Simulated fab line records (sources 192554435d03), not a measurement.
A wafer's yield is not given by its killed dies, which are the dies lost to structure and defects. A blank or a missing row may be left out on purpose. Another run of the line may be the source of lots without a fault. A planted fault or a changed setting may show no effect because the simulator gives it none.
Which tool was responsible? :: flow n5Finfet :: 12 lots with 36 wafers sampled at 5 steps, on a route of 1938 steps

## WHAT EACH GAUGE READ, for each wafer
N5_BEOL_M4_OVL_MEAS_12.
lot: L075
measured: day 7 23:00
on: overlay-01
M4_OVL (nm): -0.5 -0.2 0.2

lot: L078
measured: day 10 05:40
on: overlay-01
M4_OVL (nm): 0.2 0.2 0.3

lot: L083
measured: day 10 16:44
on: overlay-01
M4_OVL (nm): 0.3 0.4 1.6

lot: L080
measured: day 10 20:34
on: overlay-02
M4_OVL (nm): 1.1 0.6 1.3

lot: L082
measured: day 11 08:34
on: overlay-02
M4_OVL (nm): 1.2 0.5 0.5

lot: L085
measured: day 11 15:56
on: overlay-01
M4_OVL (nm): 0.2 0.0 -0.1

lot: L086
measured: day 11 22:50
on: overlay-01
M4_OVL (nm): -1.3 0.0 -0.5

lot: L091
measured: day 12 17:23
on: overlay-01
M4_OVL (nm): -0.3 0.0 0.0

lot: L093
measured: day 13 12:18
on: overlay-02
M4_OVL (nm): -0.1 0.5 0.1

lot: L092
measured: day 13 19:23
on: overlay-01
M4_OVL (nm): -0.2 -0.4 -0.5

lot: L095
measured: day 13 21:07
on: overlay-02
M4_OVL (nm): -1.0 -0.5 0.3

lot: L097
measured: day 14 05:14
on: overlay-02
M4_OVL (nm): 0.3 0.5 0.6

## WHAT TOOL EACH LOT RAN ON (gives the tool, then ch and the chambers of the sampled wafers, and finally the start)
lot: L075
N5_BEOL_M3_ALD_84: aldMetal-03 ch 0,2, day 7 18:52
N5_BEOL_M3_ANNEAL_49: pvdSputter-02, day 7 19:28
N5_BEOL_M3_ANNEAL_51: rtpAnneal-01 ch 0, day 7 21:26
N5_BEOL_M4_ILD_DEP_00: pecvd-02 ch 0,2, day 7 22:18

lot: L078
N5_BEOL_M3_ALD_84: aldMetal-02 ch 2,3, day 10 00:52
N5_BEOL_M3_ANNEAL_49: pvdSputter-01, day 10 01:28
N5_BEOL_M3_ANNEAL_51: rtpAnneal-02 ch 0, day 10 03:32
N5_BEOL_M4_ILD_DEP_00: pecvd-01 ch 1,2, day 10 04:24

lot: L083
N5_BEOL_M3_ALD_84: aldMetal-04 ch 0,3, day 10 11:49
N5_BEOL_M3_ANNEAL_49: pvdSputter-03, day 10 12:29
N5_BEOL_M3_ANNEAL_51: rtpAnneal-01 ch 0, day 10 14:27
N5_BEOL_M4_ILD_DEP_00: pecvd-02 ch 0,2, day 10 15:31

lot: L080
N5_BEOL_M3_ALD_84: aldMetal-03 ch 1,2,3, day 10 16:23
N5_BEOL_M3_ANNEAL_49: pvdSputter-01, day 10 17:03
N5_BEOL_M3_ANNEAL_51: rtpAnneal-02 ch 0, day 10 18:55
N5_BEOL_M4_ILD_DEP_00: pecvd-04 ch 0,1, day 10 19:50

lot: L082
N5_BEOL_M3_ALD_84: aldMetal-04 ch 1,2,3, day 11 02:14
N5_BEOL_M3_ANNEAL_49: pvdSputter-01, day 11 02:56
N5_BEOL_M3_ANNEAL_51: rtpAnneal-02 ch 0, day 11 04:49
N5_BEOL_M4_ILD_DEP_00: pecvd-01 ch 0,1,2, day 11 05:49

lot: L085
N5_BEOL_M3_ALD_84: aldMetal-03 ch 2,3, day 11 08:24
N5_BEOL_M3_ANNEAL_49: pvdSputter-03, day 11 10:43
N5_BEOL_M3_ANNEAL_51: rtpAnneal-01 ch 0, day 11 12:41
N5_BEOL_M4_ILD_DEP_00: pecvd-04 ch 0,1, day 11 13:31

lot: L086
N5_BEOL_M3_ALD_84: aldMetal-04 ch 0,1,3, day 11 15:49
N5_BEOL_M3_ANNEAL_49: pvdSputter-03, day 11 16:37
N5_BEOL_M3_ANNEAL_51: rtpAnneal-01 ch 0, day 11 18:30
N5_BEOL_M4_ILD_DEP_00: pecvd-01 ch 0,1, day 11 19:25

lot: L091
N5_BEOL_M3_ALD_84: aldMetal-03 ch 0,3, day 12 12:21
N5_BEOL_M3_ANNEAL_49: pvdSputter-03, day 12 13:05
N5_BEOL_M3_ANNEAL_51: rtpAnneal-02 ch 0, day 12 14:58
N5_BEOL_M4_ILD_DEP_00: pecvd-04 ch 0,1,2, day 12 15:53

lot: L093
N5_BEOL_M3_ALD_84: aldMetal-04 ch 1,2, day 13 07:04
N5_BEOL_M3_ANNEAL_49: pvdSputter-02, day 13 08:04
N5_BEOL_M3_ANNEAL_51: rtpAnneal-02 ch 0, day 13 10:03
N5_BEOL_M4_ILD_DEP_00: pecvd-04 ch 0,2, day 13 10:58

lot: L092
N5_BEOL_M3_ALD_84: aldMetal-04 ch 0,2,3, day 13 12:43
N5_BEOL_M3_ANNEAL_49: pvdSputter-01, day 13 13:29
N5_BEOL_M3_ANNEAL_51: rtpAnneal-02 ch 0, day 13 15:28
N5_BEOL_M4_ILD_DEP_00: pecvd-04 ch 1,2, day 13 16:18

lot: L095
N5_BEOL_M3_ALD_84: aldMetal-03 ch 0,2,3, day 13 15:58
N5_BEOL_M3_ANNEAL_49: pvdSputter-01, day 13 16:56
N5_BEOL_M3_ANNEAL_51: rtpAnneal-01 ch 0, day 13 18:49
N5_BEOL_M4_ILD_DEP_00: pecvd-04 ch 1,2, day 13 19:44

lot: L097
N5_BEOL_M3_ALD_84: aldMetal-04 ch 0,1,2, day 13 23:17
N5_BEOL_M3_ANNEAL_49: pvdSputter-03, day 13 23:52
N5_BEOL_M3_ANNEAL_51: rtpAnneal-01 ch 0, day 14 01:44
N5_BEOL_M4_ILD_DEP_00: pecvd-01 ch 0,1,2, day 14 02:40
- N5_BEOL_M3_ALD_84: deposits TaN, pulse time 2 s, purge time 3 s, co reactant purge time 2 s.
- N5_BEOL_M3_ANNEAL_49: time 240 s.
- N5_BEOL_M3_ANNEAL_51: time 90 s.
- N5_BEOL_M4_ILD_DEP_00: deposits SiOC from DEMS/O2, target thk 79 nm, time 15.3 s.

## THE ANSWER, worked out from the rows above alone
Rule: the lots themselves supply what counts as usual. Put in order of their means at a reading, lots are off if they are a third of the lots or fewer, leave a main group of 4 or more, and stand apart from it by a gap of 3 or more times the standard deviation of the main group's means; of several such gaps the widest counts. The tables above print the reading to a certain number of digits; a main group whose means all agree to those digits is not used. Also off: a lot with no number at a reading for which 4 or more lots have one. All remaining lots with rows at the step are treated as sound.
Across all readings shown, no lot is off: no conclusion can be drawn from this.

## WHAT THE SIMULATOR HAD INSERTED
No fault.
